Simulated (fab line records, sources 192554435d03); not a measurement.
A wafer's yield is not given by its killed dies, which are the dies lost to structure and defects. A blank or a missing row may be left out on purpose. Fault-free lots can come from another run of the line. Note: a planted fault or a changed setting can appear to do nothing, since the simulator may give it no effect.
The tool behind it: which one? + flow n5-finfet + 12 lots with 34 wafers sampled at 3 steps, on a route of 1938 steps

## WHAT EACH GAUGE READ, for each wafer
N5_PASSIVATION_INSPECT_64: inspects for defects (macro).
| lot  | measured     | on                | raw-defect-count |
|------|--------------|-------------------|------------------|
| L587 | day 12 06:41 | defect-inspect-02 | 3 1 3            |
| L588 | day 12 02:45 | defect-inspect-02 | 2 2 2            |
| L590 | day 12 20:07 | defect-inspect-02 | 3 6 2            |
| L592 | day 13 22:55 | defect-inspect-01 | 5 1 1            |
| L594 | day 14 03:20 | defect-inspect-01 | 6 2 1            |
| L595 | day 14 22:35 | defect-inspect-01 | 0 3 1            |
| L598 | day 14 20:01 | defect-inspect-01 | 2 1 0            |
| L600 | day 16 10:46 | defect-inspect-01 | 0                |
| L602 | day 16 07:44 | defect-inspect-02 | 1                |
| L606 | day 17 10:06 | defect-inspect-02 | 2                |
| L607 | day 17 21:31 | defect-inspect-02 | 1 1 2            |
| L609 | day 19 00:37 | defect-inspect-01 | 2 0 4            |

## EACH LOT AND THE TOOL THAT RAN IT (in order: tool; ch and the chambers of the sampled wafers; start)
| lot  | N5_SDB_ETCH_18                    | N5_MIM_TOP_ETCH_STRIP_01           |
|------|-----------------------------------|------------------------------------|
| L587 | rie-diel-02 ch 0,2,3, day 4 04:59 | rie-diel-01 ch 0,3, day 12 01:14   |
| L588 | rie-diel-06 ch 0,1,3, day 4 10:58 | rie-diel-04 ch 0,2,3, day 11 21:45 |
| L590 | rie-diel-05 ch 0,1,2, day 4 19:40 | rie-diel-01 ch 0,1,2, day 12 14:12 |
| L592 | rie-diel-02 ch 0,1,3, day 5 06:56 | rie-diel-01 ch 0,1,3, day 13 19:08 |
| L594 | rie-diel-02 ch 0,2,3, day 5 18:50 | rie-diel-04 ch 0,1,3, day 13 23:57 |
| L595 | rie-diel-02 ch 0,2,3, day 5 22:14 | rie-diel-04 ch 0,1,2, day 14 11:52 |
| L598 | rie-diel-02 ch 2,3, day 6 19:16   | rie-diel-04 ch 2,3, day 14 12:31   |
| L600 | rie-diel-02 ch 0,2, day 7 07:28   | rie-diel-01 ch 2, day 16 06:51     |
| L602 | rie-diel-02 ch 3, day 7 17:47     | rie-diel-04 ch 2, day 16 01:41     |
| L606 | rie-diel-02 ch 1,2,3, day 8 18:43 | rie-diel-04 ch 2, day 17 02:28     |
| L607 | rie-diel-06 ch 0,1,2, day 9 00:02 | rie-diel-01 ch 0,2,3, day 17 14:35 |
| L609 | rie-diel-06 ch 0,1,2, day 9 12:58 | rie-diel-04 ch 1,2,3, day 18 16:59 |
- N5_SDB_ETCH_18: etches SOC in N2/H2, target depth 100 nm, overetch 20 nm, time 150 s.
- N5_MIM_TOP_ETCH_STRIP_01: strips in O2.

## WHAT THE TOOLS THEMSELVES READ (means of the sampled wafers that have a number; where no wafer has one, the mark that the record gives instead)
N5_SDB_ETCH_18.
| lot  | tool        | drypump-motor-current-A (A) | oes-product-au (a.u.) | rf-vpp-V (V) | showerhead-plenum-p-Torr (Torr) | throttle-valve-pct (%) |
|------|-------------|-----------------------------|-----------------------|--------------|---------------------------------|------------------------|
| L587 | rie-diel-02 | 5.8                         | 0.74                  | 522.9        | 2.51                            | 17.9                   |
| L588 | rie-diel-06 | 5.8                         | 0.66                  | 522.4        | 2.50                            | 18.0                   |
| L590 | rie-diel-05 | 6.3                         | 0.74                  | 522.4        | 2.50                            | 17.7                   |
| L592 | rie-diel-02 | 5.5                         | 0.77                  | 523.3        | 2.51                            | 17.7                   |
| L594 | rie-diel-02 | 5.8                         | 0.72                  | 522.5        | 2.51                            | 17.9                   |
| L595 | rie-diel-02 | 5.7                         | 0.72                  | 522.0        | 2.51                            | 17.9                   |
| L598 | rie-diel-02 | 6.1                         | 0.66                  | 522.4        | 2.51                            | 18.0                   |
| L600 | rie-diel-02 | 5.7                         | 0.81                  | 522.4        | 2.49                            | 17.8                   |
| L602 | rie-diel-02 | 6.0                         | 0.68                  | 523.0        | 2.52                            | 18.1                   |
| L606 | rie-diel-02 | 5.9                         | 0.76                  | 521.7        | 2.49                            | 17.8                   |
| L607 | rie-diel-06 | 5.7                         | 0.77                  | 524.1        | 2.53                            | 17.7                   |
| L609 | rie-diel-06 | 5.7                         | 0.76                  | 523.8        | 2.53                            | 17.7                   |

N5_MIM_TOP_ETCH_STRIP_01.
| lot  | tool        | drypump-motor-current-A (A) | oes-product-au (a.u.) | rf-vpp-V (V) | showerhead-plenum-p-Torr (Torr) | throttle-valve-pct (%) |
|------|-------------|-----------------------------|-----------------------|--------------|---------------------------------|------------------------|
| L587 | rie-diel-01 | 5.3                         | 0.86                  | 3.3          | 2.09                            | 16.47                  |
| L588 | rie-diel-04 | 6.0                         | 0.82                  | 4.0          | 2.09                            | 16.90                  |
| L590 | rie-diel-01 | 5.3                         | 0.81                  | 3.8          | 2.06                            | 16.56                  |
| L592 | rie-diel-01 | 5.4                         | 0.78                  | 3.3          | 2.07                            | 16.68                  |
| L594 | rie-diel-04 | 6.3                         | 0.79                  | 2.9          | 2.08                            | 16.89                  |
| L595 | rie-diel-04 | 6.0                         | 0.83                  | 4.1          | 2.13                            | 16.77                  |
| L598 | rie-diel-04 | 6.0                         | 0.78                  | 3.3          | 2.10                            | 16.96                  |
| L600 | rie-diel-01 | 6.1                         | 0.87                  | 1.8          | 2.01                            | 16.24                  |
| L602 | rie-diel-04 | 5.7                         | 0.82                  | 4.2          | 2.14                            | 16.85                  |
| L606 | rie-diel-04 | 5.7                         | 0.80                  | 5.8          | 2.14                            | 16.88                  |
| L607 | rie-diel-01 | 5.7                         | 0.83                  | 3.6          | 2.04                            | 16.43                  |
| L609 | rie-diel-04 | 6.3                         | 0.82                  | 3.4          | 2.16                            | 16.79                  |

## THE ANSWER, worked out from the rows above alone
Rule: the usual values come from the lots themselves. Put in order of their means at a reading, lots are off if they are a third of the lots or fewer, leave a main group of 4 or more, and stand apart from it by a gap of 3 or more times the standard deviation of the main group's means; of several such gaps the widest counts. Not used: any main group whose means are identical at the precision the tables above print for the reading. Also off: a lot with no number at a reading for which 4 or more lots have one. All remaining lots with rows at the step are treated as sound. Order of review: gauges by route order, followed by the tools' own readings, for which a lot's mean as printed above is used. At the first step where some lot is off, the reading lying furthest off is the one used; lots without a number count as furthest.
Nothing can be told from this: no lot is off at any reading shown.

## WHAT HAD BEEN PUT IN BY THE SIMULATOR
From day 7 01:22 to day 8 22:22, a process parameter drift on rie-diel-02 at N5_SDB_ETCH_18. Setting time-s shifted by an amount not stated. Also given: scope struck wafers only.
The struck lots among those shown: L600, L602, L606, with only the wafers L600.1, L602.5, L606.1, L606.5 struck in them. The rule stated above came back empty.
